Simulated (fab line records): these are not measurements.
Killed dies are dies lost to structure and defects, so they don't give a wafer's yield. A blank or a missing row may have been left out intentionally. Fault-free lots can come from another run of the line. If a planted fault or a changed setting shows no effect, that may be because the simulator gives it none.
Chamber matching + flow n5 finfet + N5_SDB_STRIP_21 on rie diel-05: 4 sister chambers
The step strips in CF4. 16 wafers are shown with their chamber, then 8 later ones without.

== WAFERS WITH THEIR CHAMBER ==
| wafer  | chamber | showerhead plenum p Torr (Torr) | throttle valve pct (%) | drypump motor current A (A) |
|--------|---------|---------------------------------|------------------------|-----------------------------|
| L076.3 | 0       | 1.87                            | 13.53                  | 5.7                         |
| L076.4 | 1       | 1.84                            | 13.11                  | 5.9                         |
| L076.6 | 0       | 1.87                            | 13.52                  | 5.7                         |
| L082.2 | 3       | 1.77                            | 13.62                  | 5.7                         |
| L082.3 | 2       | 1.77                            | 13.78                  | 5.8                         |
| L082.5 | 1       | 1.83                            | 13.14                  | 5.9                         |
| L083.1 | 1       | 1.83                            | 13.15                  | 5.9                         |
| L083.4 | 2       | 1.77                            | 13.76                  | 5.8                         |
| L083.5 | 1       | 1.83                            | 13.15                  | 5.9                         |
| L085.2 | 1       | 1.83                            | 13.17                  | 5.9                         |
| L085.3 | 3       | 1.77                            | 13.62                  | 5.7                         |
| L085.4 | 1       | 1.83                            | 13.14                  | 5.9                         |
| L087.2 | 3       | 1.77                            | 13.65                  | 5.7                         |
| L087.4 | 0       | 1.87                            | 13.56                  | 5.7                         |
| L087.5 | 3       | 1.77                            | 13.64                  | 5.6                         |
| L088.1 | 3       | 1.76                            | 13.66                  | 5.7                         |

SIGNATURES (averages over the wafers above)
| reading                  | chamber 0 | chamber 1 | chamber 2 | chamber 3 | scatter within a chamber |
|--------------------------|-----------|-----------|-----------|-----------|--------------------------|
| showerhead plenum p Torr | 1.8700    | 1.8317    | 1.7700    | 1.7680    | 0.00369                  |
| throttle valve pct       | 13.5367   | 13.1433   | 13.7700   | 13.6380   | 0.0189                   |
| drypump motor current A  | 5.700     | 5.900     | 5.800     | 5.680     | 0.0258                   |
Rule: distance of a wafer from a chamber = root of the sum over the readings of ((wafer's reading minus chamber's mean) / reading's scatter) squared. If the next closest chamber is less than 2 further off than the closest, the wafer can't be placed; otherwise it belongs to the closest. The scatter: take each reading less its chamber's mean, square it, sum over the shown wafers, divide by the number of wafers less the number of chambers, and take the root.

== WAFERS MISSING THEIR CHAMBER ==
| wafer  | showerhead plenum p Torr (Torr) | throttle valve pct (%) | drypump motor current A (A) |
|--------|---------------------------------|------------------------|-----------------------------|
| L088.2 | 1.83                            | 13.14                  | 5.9                         |
| L088.5 | 1.76                            | 13.65                  | 5.7                         |
| L092.2 | 1.76                            | 13.67                  | 5.7                         |
| L092.4 | 1.86                            | 13.60                  | 5.7                         |
| L092.5 | 1.76                            | 13.66                  | 5.7                         |
| L093.1 | 1.76                            | 13.67                  | 5.7                         |
| L093.4 | 1.86                            | 13.60                  | 5.7                         |
| L093.5 | 1.83                            | 13.20                  | 5.9                         |

== WHICH CHAMBER EACH ONE RAN IN ==
| wafer  | from the rows above | in truth |
|--------|---------------------|----------|
| L088.2 | 1                   | 1        |
| L088.5 | 3                   | 3        |
| L092.2 | 3                   | 3        |
| L092.4 | 0                   | 0        |
| L092.5 | 3                   | 3        |
| L093.1 | 3                   | 3        |
| L093.4 | 0                   | 0        |
| L093.5 | 1                   | 1        |
Correctly placed: 8 of 8. Number that these rows cannot place: 0. 0 placed wrongly.
